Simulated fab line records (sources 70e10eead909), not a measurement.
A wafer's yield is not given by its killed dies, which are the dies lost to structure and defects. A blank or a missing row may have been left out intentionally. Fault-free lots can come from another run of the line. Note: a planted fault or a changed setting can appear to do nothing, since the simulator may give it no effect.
The same fault as seen by 2 desks    flow nand-harc    numbers are kept per desk, each desk with only its own; the story behind them comes last

## DESK OF THE TOOL OWNER: rie-si-04
The tool's own readings at NHARC_A_DECK1_JOINT_ETCHBACK_07 (etches the open film in HBr, target depth 105 nm, time 26.9 s): means of the sampled wafers that have a number, for each lot that ran on this tool. Any lot whose mean is over 4 standard deviations away from the usual mean is out of limits and marked OUT; that distance is given in the brackets.
Columns: A = bias-w at NHARC_A_DECK1_JOINT_ETCHBACK_07, usual 60.02 W; B = chamber-pressure-mTorr at NHARC_A_DECK1_JOINT_ETCHBACK_07, usual 14.999 mTorr; C = drypump-motor-current-A at NHARC_A_DECK1_JOINT_ETCHBACK_07, usual 5.8 A; D = oes-product-au at NHARC_A_DECK1_JOINT_ETCHBACK_07, usual 1.000 a.u.; E = throttle-valve-pct at NHARC_A_DECK1_JOINT_ETCHBACK_07, usual 23.266 %
lot   first seen here  A      B       C    D      E
L816  day 12 11:47     59.91  14.992  5.3  1.004  23.272
L820  day 14 02:40     60.22  14.992  5.4  1.003  23.269
L821  day 14 17:11     60.01  14.998  5.4  1.005  23.264
Result from this desk: across the 3 lots, nothing is out of limits.

## THE DEFECT DESK
Counts from the inspections along the route, per lot, as means over the sampled wafers that have a number. Any lot whose mean is over 4 standard deviations away from the usual mean is out of limits and marked OUT; that distance is given in the brackets.
Columns: A = raw-defect-count at NHARC_A_CHANNEL_HOLE_D1_INSPECT_40, usual 70
lot   first seen here  A
L813  day 9 01:47      37
L814  day 9 21:30      54
L816  day 10 11:27     39
L818  day 11 01:29     46
L820  day 12 02:37     52
L821  day 12 16:56     104
L822  day 12 21:21     51
L824  day 13 12:26     105
L826  day 14 22:13     39
L827  day 14 23:25     92
L828  day 15 10:18     63
L835  day 18 16:34     40
Result from this desk: across the 12 lots, nothing is out of limits.

## PUT TOGETHER
The tool owner's desk saw nothing out of limits.
Nothing the defect desk looked at was out of limits.

## WHAT THE SIMULATOR HAD PUT IN
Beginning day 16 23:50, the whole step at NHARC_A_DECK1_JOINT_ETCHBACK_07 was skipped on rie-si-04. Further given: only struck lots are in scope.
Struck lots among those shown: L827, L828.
